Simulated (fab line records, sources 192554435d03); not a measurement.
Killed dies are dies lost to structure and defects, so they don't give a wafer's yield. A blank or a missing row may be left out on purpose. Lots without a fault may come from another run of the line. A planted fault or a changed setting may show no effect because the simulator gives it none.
Split-lot experiment | flow n5_finfet | 7 lots, 21 wafers read, on a route of 1938 steps

THE SPLIT
At N5_BEOL_M0_SAQP_PECVD_04 (deposits a-Si from SiH4/He, target thk 60 nm, time 60.2 s), the setting time_s was moved away from the recipe's 60.2 s on 8 of the 21 wafers read, by -11.7% to +11.0%. The other wafers ran this setting at the recipe's value.

The reading is taken at the split's own step.

THE READING
a-Si_of_BEOL_M0_SAQP_PECVD_04.thk_nm (the simulator's own value, which no gauge read), in nm, at N5_BEOL_M0_SAQP_PECVD_04 (deposits a-Si from SiH4/He, target thk 60 nm, time 60.2 s). The file gives no usual value for it. The 13 wafers here that ran the recipe average 60.3 nm, standard deviation 0.65 nm.

wafer  | tool, chamber at the split | time_s as run, s | against the recipe | a-Si_of_BEOL_M0_SAQP_PECVD_04.thk_nm, nm | against lot-mates on the recipe
L075.2 | pecvd-02, 0                | 60.2             | recipe             | 59.8                                     | -
L075.5 | pecvd-02, 1                | 63.38            | +5.3%              | 63.8                                     | +4.0
L075.6 | pecvd-02, 2                | 63.38            | +5.3%              | 63.2                                     | +3.4
L081.2 | pecvd-04, 0                | 66.85            | +11.0%             | 67                                       | +6.2
L081.3 | pecvd-04, 2                | 60.2             | recipe             | 60.8                                     | -
L081.6 | pecvd-04, 0                | 66.85            | +11.0%             | 67.8                                     | +7.0
L083.1 | pecvd-01, 0                | 60.2             | recipe             | 59                                       | -
L083.4 | pecvd-01, 0,1              | 63.8             | +6.0%              | 64                                       | +5.0
L083.5 | pecvd-01, 0,1              | 63.8             | +6.0%              | 64                                       | +5.0
L085.2 | pecvd-02, 0                | 60.2             | recipe             | 59.2                                     | -
L085.5 | pecvd-02, 0                | 60.2             | recipe             | 60.4                                     | -
L085.6 | pecvd-02, 1                | 60.2             | recipe             | 61                                       | -
L087.3 | pecvd-02, 1                | 66.38            | +10.3%             | 66.6                                     | +6.2
L087.5 | pecvd-02, 1                | 60.2             | recipe             | 61                                       | -
L087.6 | pecvd-02, 2                | 60.2             | recipe             | 59.8                                     | -
L094.3 | pecvd-04, 0                | 60.2             | recipe             | 60.4                                     | -
L094.5 | pecvd-04, 1                | 60.2             | recipe             | 60.8                                     | -
L094.6 | pecvd-04, 2                | 60.2             | recipe             | 60.6                                     | -
L095.1 | pecvd-02, 1                | 60.2             | recipe             | 60.2                                     | -
L095.4 | pecvd-02, 2                | 53.18            | -11.7%             | 52.6                                     | -8.0
L095.5 | pecvd-02, 1                | 60.2             | recipe             | 61                                       | -
Where a row lists several chambers, the file gives one row for several wafers and doesn't say which wafer went through which chamber.

THE FIT
A straight line over all 21 wafers: a-Si_of_BEOL_M0_SAQP_PECVD_04.thk_nm changes by +0.638 nm for each +1% of time_s; r = +0.99; the points scatter about the line by 0.57 nm.
The same after taking each lot's own level away (the mean of its wafers on the recipe; 21 wafers): +0.654 nm for each +1%; r = +0.98; scatter 0.61 nm.
On that fit, the largest move of time_s shifts the reading by 7.6 nm.
The lots' own levels span 59.00 to 60.80 nm, that is 2.8 times the standard deviation above.
So the lot-to-lot level changes the slope little: the two slopes agree.
Check: with one of the wafers moved furthest among these (-11.7%) left out of the fit, the line predicts -7.32 nm for it against its lot-mates. It came out at -8 nm against them.

OTHER SPLITS ON THESE WAFERS
These wafers also went through other splits before the reading. Each is held against what the fit with the lots' levels taken away leaves over:
other split on the same wafers         | wafers away from the commonest value | r with a-Si_of_BEOL_M0_SAQP_PECVD_04.thk_nm (lot level and that fit taken away)
N5_MOL_CONTACT_COAG_EXPOSE_05 dose_mj  | 9                                    | -0.16
N5_MOL_CONTACT_COAG_ALD_131 ald_cycles | 8                                    | +0.02
N5_MOL_CONTACT_COAG_ETCH_91 source_w   | 8                                    | +0.36

THE WHOLE CHAIN: every reading that the file lists as answering this split, in the file's order
step                        | what it does                                              | reading                                                                               | change (the file's fit)               | r (the file's)
N5_BEOL_M0_SAQP_PECVD_04    | deposits a-Si from SiH4/He, target thk 60 nm, time 60.2 s | a-Si_of_BEOL_M0_SAQP_PECVD_04.thk_nm (the simulator's own value, which no gauge read) | +0.654 nm for each +1% of the setting | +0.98
N5_BEOL_M0_SAQP_THK_MEAS_05 |                                                           | thk_nm                                                                                | withheld for each +1% of the setting  | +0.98

THE FILE'S OWN FIT
a-Si_of_BEOL_M0_SAQP_PECVD_04.thk_nm changes by +0.654 nm for each +1% of time_s, r = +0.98.
